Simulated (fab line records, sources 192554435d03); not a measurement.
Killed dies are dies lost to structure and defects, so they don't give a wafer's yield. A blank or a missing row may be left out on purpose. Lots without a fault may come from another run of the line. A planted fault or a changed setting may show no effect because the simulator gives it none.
Chamber matching | flow n5_finfet | N5_DUMMY_GATE_ETCH_23 on rie_si-06: 4 sister chambers
The step etches poly-Si in HBr/Cl2/O2, target depth 41 nm, time 22.3 s. 18 wafers are shown with their chamber, then 8 later ones without.

WAFERS WITH THEIR CHAMBER
wafer  | chamber | drypump_motor_current_A (A) | he_backside_leak_sccm (sccm) | oes_product_au (a.u.)
L076.1 | 0       | 5.2                         | 2.8                          | 1.035
L076.3 | 3       | 6.3                         | 3.0                          | 0.999
L076.6 | 1       | 6.2                         | 3.0                          | 1.023
L077.2 | 3       | 6.3                         | 2.8                          | 1.013
L077.4 | 2       | 6.1                         | 2.3                          | 1.000
L078.2 | 3       | 6.3                         | 2.9                          | 1.021
L078.3 | 1       | 6.2                         | 3.0                          | 1.035
L078.5 | 1       | 6.2                         | 2.9                          | 1.032
L081.1 | 1       | 6.1                         | 2.9                          | 1.024
L081.2 | 3       | 6.3                         | 2.7                          | 1.006
L081.4 | 0       | 5.2                         | 2.7                          | 1.035
L088.1 | 0       | 5.2                         | 2.8                          | 1.052
L088.4 | 2       | 6.2                         | 2.4                          | 0.999
L088.5 | 1       | 6.2                         | 2.9                          | 1.036
L091.2 | 2       | 6.2                         | 2.3                          | 0.986
L091.3 | 3       | 6.3                         | 2.6                          | 1.006
L091.5 | 2       | 6.2                         | 2.4                          | 0.987
L092.1 | 3       | 6.3                         | 2.9                          | 1.009

SIGNATURES (means of the wafers above)
reading                 | chamber 0 | chamber 1 | chamber 2 | chamber 3 | scatter within a chamber
drypump_motor_current_A | 5.200     | 6.180     | 6.175     | 6.300     | 0.0333
he_backside_leak_sccm   | 2.767     | 2.940     | 2.350     | 2.817     | 0.0989
oes_product_au          | 1.04067   | 1.03000   | 0.99300   | 1.00900   | 0.00752
Rule: a wafer's distance from a chamber is the root of the sum, over the readings, of the square of ((its reading less the chamber's mean) divided by the reading's scatter). The wafer belongs to the nearest chamber; if the next one is less than 2 further off, it can't be placed. The scatter: the root of (the sum of the squares of (reading less its chamber's mean) over the shown wafers, divided by (wafers less chambers)).

WAFERS WITHOUT THEIR CHAMBER
wafer  | drypump_motor_current_A (A) | he_backside_leak_sccm (sccm) | oes_product_au (a.u.)
L092.2 | 5.3                         | 2.7                          | 1.026
L092.5 | 5.2                         | 2.8                          | 1.015
L094.2 | 6.3                         | 2.7                          | 0.994
L094.3 | 6.1                         | 2.2                          | 0.986
L094.6 | 6.3                         | 2.7                          | 0.996
L095.2 | 6.1                         | 2.5                          | 0.980
L095.5 | 6.1                         | 2.3                          | 0.986
L095.6 | 6.3                         | 2.8                          | 0.995

WHICH CHAMBER EACH WENT THROUGH
wafer  | from the rows above | in truth
L092.2 | 0                   | 0
L092.5 | 0                   | 0
L094.2 | 3                   | 3
L094.3 | 2                   | 2
L094.6 | 3                   | 3
L095.2 | 2                   | 2
L095.5 | 2                   | 2
L095.6 | 3                   | 3
Placed correctly: 8 of 8. Can't be placed from these rows: 0. Placed wrongly: 0.
